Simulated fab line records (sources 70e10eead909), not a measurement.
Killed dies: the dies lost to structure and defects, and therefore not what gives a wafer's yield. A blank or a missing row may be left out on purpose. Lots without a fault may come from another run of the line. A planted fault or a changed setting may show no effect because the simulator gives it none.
Chamber matching :: flow nand harc :: NHARC_A_CHANNEL_FILL_D1_STRIP_28 on rie diel-09 has 4 sister chambers
The step strips in O2, time 20 s. 22 wafers are shown with their chamber, then 11 later ones without.

WAFERS PAIRED WITH THEIR CHAMBERS
wafer: L076.3
chamber: 1
showerhead plenum p Torr (Torr): 3.32
oes product au (a.u.): 1.003
throttle valve pct (%): 17.048

wafer: L076.5
chamber: 0
showerhead plenum p Torr (Torr): 3.45
oes product au (a.u.): 0.994
throttle valve pct (%): 17.038

wafer: L076.6
chamber: 3
showerhead plenum p Torr (Torr): 3.37
oes product au (a.u.): 1.014
throttle valve pct (%): 17.043

wafer: L075.1
chamber: 2
showerhead plenum p Torr (Torr): 3.43
oes product au (a.u.): 1.011
throttle valve pct (%): 17.044

wafer: L075.5
chamber: 1
showerhead plenum p Torr (Torr): 3.32
oes product au (a.u.): 1.015
throttle valve pct (%): 17.036

wafer: L075.6
chamber: 2
showerhead plenum p Torr (Torr): 3.43
oes product au (a.u.): 1.016
throttle valve pct (%): 17.051

wafer: L079.1
chamber: 1
showerhead plenum p Torr (Torr): 3.32
oes product au (a.u.): 1.012
throttle valve pct (%): 17.040

wafer: L079.2
chamber: 3
showerhead plenum p Torr (Torr): 3.37
oes product au (a.u.): 1.012
throttle valve pct (%): 17.026

wafer: L079.6
chamber: 1
showerhead plenum p Torr (Torr): 3.32
oes product au (a.u.): 1.010
throttle valve pct (%): 17.045

wafer: L083.4
chamber: 0
showerhead plenum p Torr (Torr): 3.45
oes product au (a.u.): 0.996
throttle valve pct (%): 17.050

wafer: L083.5
chamber: 0
showerhead plenum p Torr (Torr): 3.45
oes product au (a.u.): 0.989
throttle valve pct (%): 17.029

wafer: L083.6
chamber: 1
showerhead plenum p Torr (Torr): 3.33
oes product au (a.u.): 1.005
throttle valve pct (%): 17.040

wafer: L085.2
chamber: 3
showerhead plenum p Torr (Torr): 3.37
oes product au (a.u.): 0.992
throttle valve pct (%): 17.041

wafer: L085.4
chamber: 2
showerhead plenum p Torr (Torr): 3.43
oes product au (a.u.): 1.000
throttle valve pct (%): 17.041

wafer: L085.6
chamber: 0
showerhead plenum p Torr (Torr): 3.45
oes product au (a.u.): 1.002
throttle valve pct (%): 17.046

wafer: L087.1
chamber: 1
showerhead plenum p Torr (Torr): 3.32
oes product au (a.u.): 1.000
throttle valve pct (%): 17.042

wafer: L087.5
chamber: 1
showerhead plenum p Torr (Torr): 3.32
oes product au (a.u.): 1.008
throttle valve pct (%): 17.040

wafer: L087.6
chamber: 2
showerhead plenum p Torr (Torr): 3.43
oes product au (a.u.): 1.000
throttle valve pct (%): 17.046

wafer: L089.4
chamber: 0
showerhead plenum p Torr (Torr): 3.45
oes product au (a.u.): 0.991
throttle valve pct (%): 17.046

wafer: L089.5
chamber: 1
showerhead plenum p Torr (Torr): 3.32
oes product au (a.u.): 1.009
throttle valve pct (%): 17.036

wafer: L089.6
chamber: 0
showerhead plenum p Torr (Torr): 3.45
oes product au (a.u.): 0.986
throttle valve pct (%): 17.022

wafer: L092.1
chamber: 2
showerhead plenum p Torr (Torr): 3.43
oes product au (a.u.): 0.998
throttle valve pct (%): 17.049

SIGNATURES (averages over the wafers above)
reading: showerhead plenum p Torr
chamber 0: 3.4500
chamber 1: 3.3213
chamber 2: 3.4300
chamber 3: 3.3700
scatter within a chamber: 0.0022

reading: oes product au
chamber 0: 0.99300
chamber 1: 1.00775
chamber 2: 1.00500
chamber 3: 1.00600
scatter within a chamber: 0.00699

reading: throttle valve pct
chamber 0: 17.03850
chamber 1: 17.04087
chamber 2: 17.04620
chamber 3: 17.03667
scatter within a chamber: 0.00731
Rule: a wafer lies at a distance from a chamber equal to the root of the sum of squares, over the readings, of (its reading less the chamber's mean, divided by the reading's scatter). If the next closest chamber is less than 2 further off than the closest, the wafer can't be placed; otherwise it belongs to the closest. How the scatter is found: for the shown wafers, subtract from each reading the mean of its chamber, square and add these, divide the total by (wafers less chambers), then take the root.

WAFERS WITHOUT THEIR CHAMBER
wafer: L092.2
showerhead plenum p Torr (Torr): 3.37
oes product au (a.u.): 0.997
throttle valve pct (%): 17.039

wafer: L092.5
showerhead plenum p Torr (Torr): 3.45
oes product au (a.u.): 0.999
throttle valve pct (%): 17.037

wafer: L093.1
showerhead plenum p Torr (Torr): 3.45
oes product au (a.u.): 1.005
throttle valve pct (%): 17.026

wafer: L093.3
showerhead plenum p Torr (Torr): 3.43
oes product au (a.u.): 1.006
throttle valve pct (%): 17.041

wafer: L093.4
showerhead plenum p Torr (Torr): 3.32
oes product au (a.u.): 1.007
throttle valve pct (%): 17.024

wafer: L096.1
showerhead plenum p Torr (Torr): 3.32
oes product au (a.u.): 0.997
throttle valve pct (%): 17.045

wafer: L096.2
showerhead plenum p Torr (Torr): 3.45
oes product au (a.u.): 1.000
throttle valve pct (%): 17.029

wafer: L096.6
showerhead plenum p Torr (Torr): 3.45
oes product au (a.u.): 1.001
throttle valve pct (%): 17.046

wafer: L097.1
showerhead plenum p Torr (Torr): 3.32
oes product au (a.u.): 0.995
throttle valve pct (%): 17.036

wafer: L097.2
showerhead plenum p Torr (Torr): 3.45
oes product au (a.u.): 1.009
throttle valve pct (%): 17.022

wafer: L097.4
showerhead plenum p Torr (Torr): 3.36
oes product au (a.u.): 0.998
throttle valve pct (%): 17.048

EACH ONE'S CHAMBER
wafer: L092.2
from the rows above: 3
in truth: 3

wafer: L092.5
from the rows above: 0
in truth: 0

wafer: L093.1
from the rows above: 0
in truth: 0

wafer: L093.3
from the rows above: 2
in truth: 2

wafer: L093.4
from the rows above: 1
in truth: 1

wafer: L096.1
from the rows above: 1
in truth: 1

wafer: L096.2
from the rows above: 0
in truth: 0

wafer: L096.6
from the rows above: 0
in truth: 0

wafer: L097.1
from the rows above: 1
in truth: 1

wafer: L097.2
from the rows above: 0
in truth: 0

wafer: L097.4
from the rows above: 3
in truth: 3
Correct placement for 11 of the 11. Number that these rows cannot place: 0. 0 placed wrongly.
